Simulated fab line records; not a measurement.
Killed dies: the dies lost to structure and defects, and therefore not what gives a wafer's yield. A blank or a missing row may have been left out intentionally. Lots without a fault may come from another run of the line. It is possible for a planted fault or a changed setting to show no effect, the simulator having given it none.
A single fault, viewed from 3 desks | flow n5 finfet | numbers are kept per desk, each desk with only its own; the story behind them comes last

## DESK OF THE TOOL OWNER: cvd co-02
The tool's own readings at N5_BEOL_M1_CVD_47 (deposits Co from CCTBA/H2, target thk 3 nm, time 223.8 s): means of the sampled wafers that have a number, for each lot that ran on this tool. Any lot whose mean is over 4 standard deviations away from the usual mean is out of limits and marked OUT; that distance is given in the brackets.
Columns: A = run length s at N5_BEOL_M1_CVD_47, usual 246.9 s
lot  | first seen here | A
L524 | day 6 17:01     | 247.0
L526 | day 7 15:30     | 246.6
L528 | day 8 07:48     | 247.0
L536 | day 9 16:24     | 247.3
L537 | day 9 19:43     | 247.4
This desk's verdict: no lot among the 5 shows anything out of limits.

## THE DEFECT DESK
What the inspections along the route counted, lot by lot: means of the sampled wafers that have a number. Any lot whose mean is over 4 standard deviations away from the usual mean is out of limits and marked OUT; that distance is given in the brackets.
Columns: A = raw defect count at N5_BEOL_M1_INSPECT_30, usual 382
lot  | first seen here | A
L523 | day 6 13:35     | 374
L524 | day 6 13:38     | 310
L526 | day 6 18:01     | 383
L528 | day 7 12:14     | 313
L529 | day 7 16:16     | 346
L530 | day 7 19:06     | 347
L533 | day 8 17:21     | 349
L535 | day 9 05:52     | 416
L536 | day 9 12:39     | 404
L537 | day 9 16:02     | 316
L546 | day 11 21:55    | 365
This desk's verdict: no lot among the 11 shows anything out of limits.

## AT THE METROLOGY DESK
What the gauges read, lot by lot, whatever tool the lot ran on: means of the sampled wafers that have a number. Any lot whose mean is over 4 standard deviations away from the usual mean is out of limits and marked OUT; that distance is given in the brackets. It has 10 readings; the 7 that lie furthest out on some lot are the ones shown.
Columns: A = DIBL_N at N5_BEOL_M4_RC_MEAS_101, usual 36.3 mV/V; B = ION_N at N5_BEOL_M4_RC_MEAS_101, usual 672 uA/um; C = ION_P at N5_BEOL_M4_RC_MEAS_101, usual 462 uA/um; D = SS_N at N5_BEOL_M4_RC_MEAS_101, usual 71.5 mV/dec; E = SS_P at N5_BEOL_M4_RC_MEAS_101, usual 73.3 mV/dec; F = VT_N at N5_BEOL_M4_RC_MEAS_101, usual 249.9 mV; G = VT_P at N5_BEOL_M4_RC_MEAS_101, usual -249.8 mV
lot  | first seen here | A    | B   | C   | D    | E    | F     | G
L523 | day 9 04:07     | 37.4 | 671 | 458 | 71.9 | 73.9 | 251.4 | -251.1
L524 | day 9 18:11     | 36.8 | 674 | 461 | 71.9 | 73.8 | 247.7 | -249.3
L526 | day 10 03:50    | 35.6 | 672 | 463 | 71.2 | 72.5 | 252.1 | -248.3
L528 | day 11 10:13    | 35.8 | 684 | 463 | 71.4 | 73.3 | 249.9 | -251.5
L529 | day 11 17:12    | 37.6 | 674 | 455 | 71.3 | 73.1 | 248.8 | -253.1
L530 | day 13 01:34    | 36.8 | 679 | 460 | 71.6 | 73.5 | 248.7 | -249.0
L533 | day 14 10:34    | 37.5 | 675 | 465 | 71.2 | 73.2 | 249.3 | -249.5
L535 | day 14 23:47    | 35.6 | 666 | 456 | 70.8 | 73.2 | 249.0 | -250.9
L536 | day 15 10:38    | 36.3 | 659 | 458 | 72.0 | 73.3 | 253.6 | -248.9
L537 | day 15 19:30    | 35.6 | 672 | 466 | 71.2 | 72.8 | 249.6 | -244.9
L546 | day 16 04:41    | 37.7 | 674 | 464 | 72.3 | 73.4 | 248.5 | -247.5
This desk's verdict: no lot among the 11 shows anything out of limits.

## ALL TOGETHER
Nothing out of limits was seen by the tool owner's desk.
No out-of-limits result turned up at the defect desk.
Nothing out of limits was seen by the metrology desk.

## WHAT THE SIMULATOR HAD PUT IN
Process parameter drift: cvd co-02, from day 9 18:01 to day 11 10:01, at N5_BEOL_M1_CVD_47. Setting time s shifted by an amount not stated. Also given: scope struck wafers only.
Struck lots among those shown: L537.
